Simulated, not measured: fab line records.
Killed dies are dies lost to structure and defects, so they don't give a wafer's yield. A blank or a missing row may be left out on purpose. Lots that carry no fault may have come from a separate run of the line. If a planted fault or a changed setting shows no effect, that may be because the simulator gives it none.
fab line records	flow n5-finfet
[record] lots = 5	wafers = 15	last-day = 20
route steps=1938 shown BEOL_M1@829 BEOL_M2@841 BEOL_M4@1111 PASSIVATION@1936
lots that met no fault: from a run of the same line without faults
start-h: hours from the record's opening day to when the first of the lot's shown wafers began	wait-h: how many hours have passed since the lot's step before this one	" unchanged from the row above	L1.1+2: a row that stands for several wafers	- no value present, or no start provided	* or withheld: withheld	< > ~ a bound
route shown NAME@n: NAME is a module with steps in the file, n the number in the route of the first one	usual: mean/standard deviation taken from wafers without a fault	same: alike in all rows	chamber/n: place in a boat	sites: each site's reading	_std_site: how widely they spread, as a standard deviation	_edge_site: outer sites' mean less inner sites'	radius-mm: how far each site lies from the wafer's centre	mask NAME#n: copy n	behind: tool/chamber where the wafer was last shaped	hold: why the lot went on hold/how many hours it stayed there/how the hold came to an end	device: which transistor (n, p or np) failed to switch	end of line: tests of these same wafers at the route's end	where a step has no rows: the recipe by itself	killed: the dies lost at the first sort to structure and to defects; this is not the yield of the wafer	map: the dies of a wafer, with x for killed, . for not killed, _ for no die there
set.NAME: the setting as run; set.NAME@STEP: as run at that earlier step	model.NAME: the simulator's own value behind a step, which no gauge read
certain route steps with their lots: each step a table, each wafer a row
services: the hour from which a tool's chamber was out of use, counted from the record's first day as start-h (under 0 if before that day), plus the number of hours and why
[[steps]]
[step N5_BEOL_M1_ANNEAL_95]
[recipe] temp-c = 400	time-s = 240	ambient = vacuum
[step N5_BEOL_M1_SPUTTER_96]
[recipe] material = Cu	target-thk-a = 45	temp-c = -20	chamber-pressure-pa = 0.07	power-w = withheld	time-s = 8.29
[step N5_BEOL_M1_ECD_50]
[recipe] material = Cu	target-thk-a = 3000
[step N5_BEOL_M1_ANNEAL_51]
[recipe] temp-c = 225	time-s = 90	ambient = N2
[step N5_BEOL_M1_CMP_52]
[recipe] stop-on = SiOC	t-overpolish-s = 6.8	down-force-psi = 1	platen-rpm = 50	clearing-platen-down-force-psi = 1.5	clearing-platen-rpm = 50	post-cmp-clean = cu-alkaline	target-thk-nm = 40	clearing-platen-pad-velocity-m-s = 0.99484	pad-velocity-m-s = 0.99484
[step N5_BEOL_M1_PRE_CLEAN_60]
[recipe] gas = NH3/H2	time-s = 15	temp-c = *	rf-power-w = 300
[step N5_BEOL_M1_CO_CAP_55]
[recipe] material = Co	target-thk-a = 20	temp-c = 200	precursor = CCTBA/H2	pressure-torr = 30	time-s = 102.1
[step N5_BEOL_M1_PRE_CLEAN_56]
[recipe] gas = NH3	time-s = 15	temp-c = withheld	rf-power-w = 300
[step N5_BEOL_M1_DEP_57]
[recipe] material = SiCN	target-thk-a = 80	temp-c = withheld	precursor = 3MS/NH3	pressure-torr = 3	rf-w = 202	time-s = 14
[step N5_BEOL_M2_ILD_DEP_00]
[recipe] material = SiOC	target-thk-a = 790	temp-c = 350	precursor = DEMS/O2	pressure-torr = 5	rf-w = 500	time-s = 15.3
[usual] heater-power-w = 514/94	showerhead-plenum-p-Torr = 5.696/0.018	throttle-valve-pct = 12.4/1
[same] time-s = 15.3
lot.wafer	tool	chamber	start-h	wait-h	heater-power-w	showerhead-plenum-p-Torr	throttle-valve-pct
L807.2	pecvd-04	2	152.98	0.0	537	5.681	11.7
L807.4	"	1	"	"	507	5.680	14.5
L807.5	"	0	"	"	417	5.727	12.1
L811.1	pecvd-01	2	187.92	0.0	456	5.698	11.2
L811.3	"	1	"	"	396	5.694	12.0
L811.6	"	0	"	"	477	5.676	12.8
L820.2	pecvd-01	0	246.25	0.0	429	5.684	12.6
L820.3	"	1	"	"	380	5.681	11.9
L820.6	"	1	"	"	387	5.690	12.1
L820.2	pecvd-01	0	246.49	0.2	414	5.683	12.5
L820.3	"	1	"	"	386	5.707	12.1
L820.6	"	1	"	"	395	5.681	12.2
L823.1	pecvd-01	1	266.48	0.0	382	5.703	12.0
L823.2	"	0	"	"	473	5.682	12.5
L823.3	"	2	"	"	472	5.705	11.4
L823.1	pecvd-01	1	266.71	0.2	382	5.688	11.9
L823.2	"	0	"	"	479	5.698	13.0
L823.3	"	2	"	"	486	5.685	11.5
L825.1	pecvd-01	0	277.83	0.0	465	5.679	12.6
L825.5	"	1	"	"	364	5.707	12.3
L825.6	"	0	"	"	461	5.671	12.6
L825.1	pecvd-01	0	278.06	0.2	463	5.690	12.7
L825.5	"	1	"	"	374	5.693	12.2
L825.6	"	0	"	"	449	5.703	12.5
[step N5_BEOL_M2_THK_MEAS_01]
[recipe] reads = SiOC_of_BEOL_M2_ILD_DEP_00
[usual] M2_ILD_THK = 78.8/1.1
lot.wafer	tool	chamber	start-h	wait-h	M2_ILD_THK[nm]
L807.2	film-metro-02	-	153.04	0.1	77.6
L807.4	"	-	"	"	79.1
L807.5	"	-	"	"	77.6
L811.1	film-metro-01	-	187.99	0.0	78.6
L811.3	"	-	"	"	77.9
L811.6	"	-	"	"	78.9
L820.2	film-metro-02	-	246.55	0.1	154.9
L820.3	"	-	"	"	156.4
L820.6	"	-	"	"	158.4
L823.1	film-metro-01	-	266.78	0.0	155.3
L823.2	"	-	"	"	155.9
L823.3	"	-	"	"	158.0
L825.1	film-metro-02	-	278.13	0.0	153.0
L825.5	"	-	"	"	156.8
L825.6	"	-	"	"	155.9
[step N5_BEOL_M2_PECVD_72]
[recipe] material = SiO2	target-thk-a = 160	temp-c = 400	precursor = TEOS/O2	pressure-torr = 5.5	rf-w = 450	teos-flow-sccm = 53.8	gas = O2	flow-sccm = 3000	time-s = 18
[step N5_BEOL_M2_HM_DEP_02]
[recipe] material = TiN	target-thk-a = 200	temp-c = 25	chamber-pressure-pa = 0.49996
[step N5_BEOL_M2_COAT_61]
[recipe] resist = SOC	temp-c = 250	time-s = 60	spin-rpm = 1500	resist-thk-nm = 60
[step N5_BEOL_M2_COAT_62]
[recipe] resist = SiARC	temp-c = 220	time-s = 60	spin-rpm = 1500	resist-thk-nm = 12
[step N5_BEOL_M2_COAT_73]
[recipe] resist = underlayer	temp-c = 205	time-s = 60	spin-rpm = 1500	resist-thk-nm = 5
[step N5_BEOL_M2_COAT_05]
[recipe] resist = CAR-EUV	spin-rpm = 1500	resist-thk-nm = 30
[step N5_BEOL_M2_EBR_07]
[recipe] solvent = PGMEA	ebr-width-mm = 1.5
[step N5_BEOL_M2_SOFTBAKE_06]
[recipe] temp-c = 110	time-s = 60	resist = CAR-EUV
[step N5_BEOL_M2_EXPOSE_08]
[recipe] mask-id = M2	na = 0.33	source-shape = dipole	sigma-inner = 0.369	sigma-outer = 0.767	polarization = unpolarized	dose-mj = 41.25
[step N5_BEOL_M2_PEB_09]
[recipe] peb-temp-c = 100	peb-time-s = 60	resist = CAR-EUV
[step N5_BEOL_M2_DEVELOP_10]
[recipe] develop-time-s = 30	developer = TMAH	resist = CAR-EUV	rinse-liquid = surfactant-rinse	dry = air-spin	dev-temp-c = 23
[step N5_BEOL_M2_DESCUM_16]
[recipe] chemistry = O2	time-s = 7	source-power-w = 50	bias-power-w = 20	pressure-mtorr = 20	rf-frequency-hz = 2.712e+07	temp-c = 40	resist = CAR-EUV	o2-flow-sccm = 225
[step N5_BEOL_M2_ETCH_74]
[recipe] chemistry = N2/H2	target = underlayer	target-depth-a = 65	mask-material = CAR-EUV	time-s = 5.2	ion-energy-ev = 200	pressure-mtorr = 30	source-w = 840	bias-w = 150	n2-flow-sccm = 200	h2-flow-sccm = 200	ends = cleared
[step N5_BEOL_M2_ETCH_63]
[recipe] chemistry = CF4	target = SiARC	target-depth-a = 156	mask-material = CAR-EUV	time-s = 26	ion-energy-ev = 80	pressure-mtorr = 40	source-w = 545	bias-w = 36	Ar_flow_sccm = 100	cf4-flow-sccm = 100	ends = cleared
[step N5_BEOL_M2_ETCH_64]
[recipe] chemistry = N2/H2	target = SOC	target-depth-a = 750	overetch-a = 225	mask-material = SiARC	temp-c = 40	time-s = 121.9	ion-energy-ev = 200	pressure-mtorr = 30	source-w = 840	bias-w = 150	n2-flow-sccm = 200	h2-flow-sccm = 200
[step N5_BEOL_M2_STRIP_65]
[recipe] chemistry = N2/H2	temp-c = 40	n2-flow-sccm = 200	h2-flow-sccm = 200	rf-frequency-hz = 6e+07
[step N5_BEOL_M2_STRIP_75]
[recipe] chemistry = N2/H2	temp-c = 40	n2-flow-sccm = 200	h2-flow-sccm = 200	rf-frequency-hz = 6e+07
[step N5_BEOL_M2_STRIP_66]
[recipe] chemistry = CF4	resist = SiARC	power-w = 300	bias-power-w = 75	pressure-mtorr = 50	cf4-flow-sccm = 150	rf-frequency-hz = 6e+07
[step N5_BEOL_M2_HM_OPEN_17]
[recipe] chemistry = Cl2/BCl3	target-depth-a = 200	overetch-a = 60	target = TiN	mask-material = SOC	ion-energy-ev = 150	pressure-mtorr = 10	icp-w = 1000	bias-w = 126	Cl2_flow_sccm = 53.25	bcl3-flow-sccm = 21.75	Ar_flow_sccm = 25
[step N5_BEOL_M2_STRIP_19]
[recipe] chemistry = O2	power-w = 400	temp-c = 40	pressure-mtorr = 30	rf-frequency-hz = 6e+07	bias-power-w = 0	overash-fraction = 0.2	o2-flow-sccm = 225
[step N5_BEOL_M2_COAT_67]
[recipe] resist = SOC	temp-c = 250	time-s = 60	spin-rpm = 1500	resist-thk-nm = 60
[step N5_BEOL_M2_COAT_68]
[recipe] resist = SiARC	temp-c = 220	time-s = 60	spin-rpm = 1500	resist-thk-nm = 12
[step N5_BEOL_M2_COAT_76]
[recipe] resist = underlayer	temp-c = 205	time-s = 60	spin-rpm = 1500	resist-thk-nm = 5
[step N5_BEOL_M2_COAT_22]
[recipe] resist = CAR-EUV	spin-rpm = 1500	resist-thk-nm = 30
[step N5_BEOL_M2_CMP_52]
[recipe] stop-on = SiOC	t-overpolish-s = 6.8	down-force-psi = 1	platen-rpm = 50	clearing-platen-down-force-psi = 1.5	clearing-platen-rpm = 50	post-cmp-clean = cu-alkaline	target-thk-nm = 40	clearing-platen-pad-velocity-m-s = 0.99484	pad-velocity-m-s = 0.99484
[usual] barrier-field-endpoint-s = 24.5/0.64	motor-current-A = 6.1/0.61	overpolish-run-s = 6.800/0.0092	time-to-endpoint-s = 62/3.9
lot.wafer	tool	chamber	start-h	wait-h	barrier-field-endpoint-s	motor-current-A	overpolish-run-s	time-to-endpoint-s	model.SiOC_of_BEOL_M2_ILD_DEP_00.thk-nm
L807.2	cmp-03	1	183.79	0.2	24.5	6.0	6.808	67	74.6
L807.4	"	3	"	"	24.8	6.3	6.791	63	76.2
L807.5	"	1	"	"	24.8	6.5	6.800	65	74.6
L811.3	cmp-01	1	206.97	0.2	23.1	5.4	6.817	59	75
L811.1	"	2	"	"	23.8	6.0	6.799	64	75.6
L811.6	"	2	"	"	24.6	6.1	6.796	64	76
L820.3	cmp-01	2	257.85	0.2	23.8	6.1	6.805	61	153.4
L820.2	"	0	"	"	24.4	7.0	6.813	60	151.8
L820.6	"	3	"	"	25.6	5.7	6.782	66	155.4
L823.3	cmp-01	0	283.09	0.2	24.5	6.9	6.800	59	155
L823.2	"	1	"	"	24.4	5.3	6.796	55	152.8
L823.1	"	2	"	"	24.8	6.1	6.810	60	152.2
L825.1	cmp-02	0	286.81	0.3	24.5	7.7	6.822	57	150.2
L825.5	"	2	"	"	24.5	5.0	6.805	62	153.8
L825.6	"	3	"	"	23.9	5.9	6.791	53	153
[step N5_BEOL_M4_RC_MEAS_101]
[usual] DIBL_N = 36.5/2.1	DIBL_P = 36.6/2.6	IOFF_N = 0.17/0.044	IOFF_P = 0.21/0.048	ION_N = 674/17	ION_P = 462/9.5	SS_N = 71.6/0.77	SS_P = 73.5/0.72	VT_N = 250/4.2	VT_P = -250/3.9
lot.wafer	tool	chamber	start-h	wait-h	DIBL_N[mV/V]	DIBL_P[mV/V]	IOFF_N[nA/um]	IOFF_P[nA/um]	ION_N[uA/um]	ION_P[uA/um]	SS_N[mV/dec]	SS_P[mV/dec]	VT_N[mV]	VT_P[mV]
L807.2	prober-01	0	222.23	0.2	38.8	38.2	0.22	0.28	694	478	71.5	73.9	248	-245
L807.4	"	0	"	"	36.1	34.2	0.15	0.22	664	464	72.0	73.1	253	-247
L807.5	"	0	"	"	35.9	34.6	0.16	0.22	666	463	70.9	72.9	251	-248
L811.1	prober-02	0	250.55	0.0	35.8	35.9	0.15	0.19	677	464	71.6	74.5	250	-252
L811.3	"	0	"	"	34.4	34.2	0.13	0.17	670	462	70.6	73.3	252	-253
L811.6	"	0	"	"	35.1	35.7	0.15	0.19	686	465	71.4	73.3	249	-252
[step N5_PASSIVATION_PROBE_49]
[usual] defect-limited-yield = 91.2/1.5	killed_at_M0_to_M3 = 36/10	killed_at_M4_up = 14/5.2	killed-at-contacts = 12/6	killed-at-front-end = 37/10	killed-at-other = 4/3.3	killed-dies = 104/18	killed-on-rim = 14/4.1	killed-open = 68/14	killed-short = 34/7.4	sort_bin_5_function = 5.2/1	sort_bin_6_memory = 3.3/0.7	sort-n-pass = 1076/18	sort-yield-pct = 91.2/1.5
[same] gross-dies = 1180	killed-at-back-side = 0	sort_bin_4_leakage[%] = 0	sort_bin_8_speed[%] = 0
lot.wafer	tool	chamber	start-h	wait-h	defect-limited-yield[%]	killed_at_M0_to_M3	killed_at_M4_up	killed-at-contacts	killed-at-front-end	killed-at-other	killed-dies	killed-on-rim	killed-open	killed-short	sort_bin_5_function[%]	sort_bin_6_memory[%]	sort-n-pass	sort-yield-pct[%]
L807.2	prober-02	-	331.96	0.1	91.1	48	11	15	28	3	105	11	63	40	5.3	3.2	1075	91.1
L807.4	prober-02	-	332.06	0.2	92.8	25	19	11	28	2	85	17	65	20	4.1	3.1	1095	92.8
L807.5	prober-02	-	332.11	0.2	90.2	46	16	9	42	3	116	18	62	52	5.3	3.7	1064	90.2
L811.6	prober-02	-	348.40	0.3	87.2	71	21	10	39	10	151	24	110	39	7.9	4.6	1029	87.2
L820.2	prober-01	-	420.08	0.1	0	1126	8	4	34	8	1180	152	47	29	97.6	2.2	0	0
L820.3	prober-01	-	420.13	0.1	0	1094	25	12	39	10	1180	152	80	36	95.7	4.1	0	0
L820.6	prober-01	-	420.28	0.3	0	1082	27	8	57	6	1180	152	88	31	95.7	4.0	0	0
L823.1	prober-02	-	460.04	0.0	0	1142	10	8	20	0	1180	152	60	32	96.7	3.1	0	0
L823.2	prober-02	-	460.09	0.1	0	1114	12	10	43	1	1180	152	62	40	96.6	3.1	0	0
L823.3	prober-02	-	460.14	0.1	0	1124	13	13	29	1	1180	152	69	39	96.4	3.0	0	0
L825.1	prober-01	-	481.79	0.0	0	1135	10	4	29	2	1180	152	41	17	98.0	1.9	0	0
L825.5	prober-01	-	481.99	0.2	0	1121	15	10	31	3	1180	152	51	24	98.1	1.8	0	0
L825.6	prober-01	-	482.04	0.3	0	1124	15	6	32	3	1180	152	55	28	96.7	2.9	0	0
// killed by level:class
L807.2 BEOL_M0_SAQP:geometric-particle:short=19 BEOL_M0_SAQP:geometric-particle:open=14 MOL_CONTACT_COAG:geometric-particle:open=11 BEOL_M2:geometric-particle:open=6 ILD0:geometric-particle:open=5 BEOL_M3:geometric-particle:open=5 FIN_SAQP:geometric-particle:short=4 MOL_CONTACT_COAG:geometric-particle:short=4
L807.4 MOL_CONTACT_COAG:geometric-particle:open=11 DUMMY_GATE:geometric-particle:open=9 BEOL_M0_SAQP:geometric-particle:open=8 BEOL_M3:geometric-particle:open=8 FIN_SAQP:geometric-particle:open=5 BEOL_M0_SAQP:geometric-particle:short=5 BEOL_M4:geometric-particle:short=5 BEOL_M4:geometric-particle:open=5
L807.5 BEOL_M0_SAQP:geometric-particle:short=19 BEOL_M0_SAQP:geometric-particle:open=14 ILD0:geometric-particle:open=10 FIN_SAQP:geometric-particle:short=9 BEOL_M4:geometric-particle:open=7 BEOL_M2:geometric-particle:open=6 MOL_CONTACT_COAG:geometric-particle:open=5 MOL_CONTACT_COAG:geometric-particle:short=4
L811.6 BEOL_M0_SAQP:geometric-particle:open=16 BEOL_M3:geometric-particle:open=15 BEOL_M0_SAQP:geometric-particle:short=14 STI_FIN_REVEAL:geometric-particle:open=10 BEOL_M4:geometric-particle:open=9 FIN_SAQP:geometric-particle:open=8 BEOL_M2:geometric-particle:open=8 MOL_CONTACT_COAG:geometric-particle:open=8
L820.2 BEOL_M2:area-dep=1104 BEOL_M0_SAQP:geometric-particle:open=7 STARTING-WAFER:geometric-particle:open=6 STI_FIN_REVEAL:geometric-particle:open=5 DUMMY_GATE:geometric-particle:open=5 MOL_CONTACT_COAG:geometric-particle:open=4 BEOL_M0_SAQP:geometric-particle:short=4 MIM_TOP_ETCH:geometric-particle:short=4
L820.3 BEOL_M2:area-dep=1064 BEOL_M4:geometric-particle:open=16 STI_FIN_REVEAL:geometric-particle:open=15 BEOL_M2:geometric-particle:open=8 MOL_CONTACT_COAG:geometric-particle:open=7 BEOL_M3:geometric-particle:open=6 MOL_CONTACT_COAG:geometric-particle:short=5 BEOL_M0_SAQP:geometric-particle:open=5
L820.6 BEOL_M2:area-dep=1061 BEOL_M4:geometric-particle:open=18 STI_FIN_REVEAL:geometric-particle:open=11 FIN_SAQP:geometric-particle:open=8 ILD0:geometric-particle:open=7 BEOL_M1:geometric-particle:open=7 FIN_SAQP:geometric-particle:short=6 MOL_CONTACT_COAG:geometric-particle:open=6
L823.1 BEOL_M2:area-dep=1088 BEOL_M1:geometric-particle:open=12 BEOL_M3:geometric-particle:open=9 BEOL_M0_SAQP:geometric-particle:short=8 BEOL_M0_SAQP:geometric-particle:open=8 MOL_CONTACT_COAG:geometric-particle:open=7 BEOL_M3:geometric-particle:short=6 FIN_SAQP:geometric-particle:open=5
L823.2 BEOL_M2:area-dep=1078 BEOL_M2:geometric-particle:open=12 GATE_CUT:geometric-particle:short=9 GATE_CUT:geometric-particle:open=9 MOL_CONTACT_COAG:geometric-particle:open=9 FIN_SAQP:geometric-particle:short=8 FIN_SAQP:geometric-particle:open=5 STARTING-WAFER:geometric-particle:short=5
L823.3 BEOL_M2:area-dep=1072 MOL_CONTACT_COAG:geometric-particle:open=12 BEOL_M2:geometric-particle:open=12 BEOL_M0_SAQP:geometric-particle:short=9 BEOL_M1:geometric-particle:open=9 BEOL_M0_SAQP:geometric-particle:open=8 GATE_CUT:geometric-particle:short=7 FIN_SAQP:geometric-particle:short=6
L825.1 BEOL_M2:area-dep=1122 DUMMY_GATE:geometric-particle:open=9 BEOL_M3:geometric-particle:open=6 FIN_SAQP:geometric-particle:open=5 FIN_SAQP:geometric-particle:short=5 BEOL_M4:geometric-particle:open=4 MOL_CONTACT_COAG:geometric-particle:open=3 STARTING-WAFER:geometric-particle:open=3
L825.5 BEOL_M2:area-dep=1105 MOL_CONTACT_COAG:geometric-particle:open=8 STI_FIN_REVEAL:geometric-particle:open=5 BEOL_M3:geometric-particle:open=5 FIN_SAQP:geometric-particle:short=4 DUMMY_GATE:geometric-particle:open=4 BEOL_M0_SAQP:geometric-particle:open=4 BEOL_M7:geometric-particle:open=4
L825.6 BEOL_M2:area-dep=1097 BEOL_M2:geometric-particle:open=8 MOL_CONTACT_COAG:geometric-particle:open=6 FIN_SAQP:geometric-particle:short=5 STI_FIN_REVEAL:geometric-particle:open=5 DUMMY_GATE:geometric-particle:open=5 BEOL_M0_SAQP:geometric-particle:short=5 STARTING-WAFER:geometric-particle:short=4
// map L820.2 (x killed, . not)
_________________xxxxxxxxxxxx________________
______________xxxxxxxxxxxxxxxxxx_____________
___________xxxxxxxxxxxxxxxxxxxxxxxx__________
__________xxxxxxxxxxxxxxxxxxxxxxxxxx_________
________xxxxxxxxxxxxxxxxxxxxxxxxxxxxxx_______
_______xxxxxxxxxxxxxxxxxxxxxxxxxxxxxxxx______
______xxxxxxxxxxxxxxxxxxxxxxxxxxxxxxxxxx_____
_____xxxxxxxxxxxxxxxxxxxxxxxxxxxxxxxxxxxx____
____xxxxxxxxxxxxxxxxxxxxxxxxxxxxxxxxxxxxxx___
___xxxxxxxxxxxxxxxxxxxxxxxxxxxxxxxxxxxxxxxx__
___xxxxxxxxxxxxxxxxxxxxxxxxxxxxxxxxxxxxxxxx__
__xxxxxxxxxxxxxxxxxxxxxxxxxxxxxxxxxxxxxxxxxx_
__xxxxxxxxxxxxxxxxxxxxxxxxxxxxxxxxxxxxxxxxxx_
_xxxxxxxxxxxxxxxxxxxxxxxxxxxxxxxxxxxxxxxxxxxx
_xxxxxxxxxxxxxxxxxxxxxxxxxxxxxxxxxxxxxxxxxxxx
_xxxxxxxxxxxxxxxxxxxxxxxxxxxxxxxxxxxxxxxxxxxx
_xxxxxxxxxxxxxxxxxxxxxxxxxxxxxxxxxxxxxxxxxxxx
_xxxxxxxxxxxxxxxxxxxxxxxxxxxxxxxxxxxxxxxxxxxx
_xxxxxxxxxxxxxxxxxxxxxxxxxxxxxxxxxxxxxxxxxxxx
_xxxxxxxxxxxxxxxxxxxxxxxxxxxxxxxxxxxxxxxxxxxx
_xxxxxxxxxxxxxxxxxxxxxxxxxxxxxxxxxxxxxxxxxxxx
__xxxxxxxxxxxxxxxxxxxxxxxxxxxxxxxxxxxxxxxxxx_
__xxxxxxxxxxxxxxxxxxxxxxxxxxxxxxxxxxxxxxxxxx_
___xxxxxxxxxxxxxxxxxxxxxxxxxxxxxxxxxxxxxxxx__
___xxxxxxxxxxxxxxxxxxxxxxxxxxxxxxxxxxxxxxxx__
____xxxxxxxxxxxxxxxxxxxxxxxxxxxxxxxxxxxxxx___
_____xxxxxxxxxxxxxxxxxxxxxxxxxxxxxxxxxxxx____
______xxxxxxxxxxxxxxxxxxxxxxxxxxxxxxxxxx_____
_______xxxxxxxxxxxxxxxxxxxxxxxxxxxxxxxx______
________xxxxxxxxxxxxxxxxxxxxxxxxxxxxxx_______
__________xxxxxxxxxxxxxxxxxxxxxxxxxx_________
___________xxxxxxxxxxxxxxxxxxxxxxxx__________
______________xxxxxxxxxxxxxxxxxx_____________
_________________xxxxxxxxxxxx________________
// map L823.1 (x killed, . not)
_________________xxxxxxxxxxxx________________
______________xxxxxxxxxxxxxxxxxx_____________
___________xxxxxxxxxxxxxxxxxxxxxxxx__________
__________xxxxxxxxxxxxxxxxxxxxxxxxxx_________
________xxxxxxxxxxxxxxxxxxxxxxxxxxxxxx_______
_______xxxxxxxxxxxxxxxxxxxxxxxxxxxxxxxx______
______xxxxxxxxxxxxxxxxxxxxxxxxxxxxxxxxxx_____
_____xxxxxxxxxxxxxxxxxxxxxxxxxxxxxxxxxxxx____
____xxxxxxxxxxxxxxxxxxxxxxxxxxxxxxxxxxxxxx___
___xxxxxxxxxxxxxxxxxxxxxxxxxxxxxxxxxxxxxxxx__
___xxxxxxxxxxxxxxxxxxxxxxxxxxxxxxxxxxxxxxxx__
__xxxxxxxxxxxxxxxxxxxxxxxxxxxxxxxxxxxxxxxxxx_
__xxxxxxxxxxxxxxxxxxxxxxxxxxxxxxxxxxxxxxxxxx_
_xxxxxxxxxxxxxxxxxxxxxxxxxxxxxxxxxxxxxxxxxxxx
_xxxxxxxxxxxxxxxxxxxxxxxxxxxxxxxxxxxxxxxxxxxx
_xxxxxxxxxxxxxxxxxxxxxxxxxxxxxxxxxxxxxxxxxxxx
_xxxxxxxxxxxxxxxxxxxxxxxxxxxxxxxxxxxxxxxxxxxx
_xxxxxxxxxxxxxxxxxxxxxxxxxxxxxxxxxxxxxxxxxxxx
_xxxxxxxxxxxxxxxxxxxxxxxxxxxxxxxxxxxxxxxxxxxx
_xxxxxxxxxxxxxxxxxxxxxxxxxxxxxxxxxxxxxxxxxxxx
_xxxxxxxxxxxxxxxxxxxxxxxxxxxxxxxxxxxxxxxxxxxx
__xxxxxxxxxxxxxxxxxxxxxxxxxxxxxxxxxxxxxxxxxx_
__xxxxxxxxxxxxxxxxxxxxxxxxxxxxxxxxxxxxxxxxxx_
___xxxxxxxxxxxxxxxxxxxxxxxxxxxxxxxxxxxxxxxx__
___xxxxxxxxxxxxxxxxxxxxxxxxxxxxxxxxxxxxxxxx__
____xxxxxxxxxxxxxxxxxxxxxxxxxxxxxxxxxxxxxx___
_____xxxxxxxxxxxxxxxxxxxxxxxxxxxxxxxxxxxx____
______xxxxxxxxxxxxxxxxxxxxxxxxxxxxxxxxxx_____
_______xxxxxxxxxxxxxxxxxxxxxxxxxxxxxxxx______
________xxxxxxxxxxxxxxxxxxxxxxxxxxxxxx_______
__________xxxxxxxxxxxxxxxxxxxxxxxxxx_________
___________xxxxxxxxxxxxxxxxxxxxxxxx__________
______________xxxxxxxxxxxxxxxxxx_____________
_________________xxxxxxxxxxxx________________
[[services]]
tool	chamber	start-h	hours	kind
pecvd-01	1	132.36	2.1	scheduled-down
pecvd-04	-	137.39	14.6	pm
cmp-01	-	143.49	16.2	pm
cmp-02	-	144.13	7.5	pm
pecvd-04	-	162.72	5.5	pm
cmp-02	-	173.39	1.6	repair
pecvd-04	0	180.19	2.1	scheduled-down
pecvd-01	-	194.92	1.3	repair
cmp-03	-	204.67	4.0	pm
cmp-03	-	208.67	-	consumable-replace:conditioner
cmp-03	-	208.67	-	consumable-replace:pad
cmp-03	-	216.66	0.9	repair
cmp-02	-	216.81	1.2	repair
cmp-01	-	217.37	1.1	repair
cmp-02	-	231.63	10.3	pm
pecvd-04	2	238.72	5.5	scheduled-down
cmp-03	-	244.00	1.0	repair
pecvd-04	1	247.44	2.1	scheduled-down
cmp-02	-	259.41	4.0	pm
cmp-01	-	269.12	8.4	pm
cmp-01	-	278.95	0.5	repair
[[key]]
[first-sign] step = N5_BEOL_M2_ILD_DEP_00	reading = visit	direction = added
[effect] step = N5_BEOL_M2_THK_MEAS_01	reading = M2_ILD_THK	direction = up	sigmas = 70	usual = 78.8	struck = 156.1
[effect] step = N5_PASSIVATION_PROBE_49	reading = killed_at_M0_to_M3	direction = up	sigmas = 99+	usual = 36	struck = 1118
[model-effect] step = N5_BEOL_M2_CMP_52	value = SiOC_of_BEOL_M2_ILD_DEP_00.thk-nm	without = 75.44	struck = 153.1
[more-kills-born-at] N5_BEOL_M2_ILD_DEP_00@pecvd-01 = 9794
met-at N5_BEOL_M2_ILD_DEP_00
struck-wafers L820.2,L820.3,L820.6,L823.1,L823.2,L823.3,L825.1,L825.5,L825.6
later-rows-left-out L820.2,L820.3,L820.6,L823.1,L823.2,L823.3,L825.1,L825.5,L825.6
[fault] kind = repeated-step-whole	tool = pecvd-01,pecvd-03,pecvd-04	chamber = -	onset-h = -	steps = N5_BEOL_M2_ILD_DEP_00	times = 1	scope = struck-lots-only
// later-rows-left-out: the simulator's readings of these wafers behind a module that went badly wrong aren't trusted and aren't shown, but for the sort
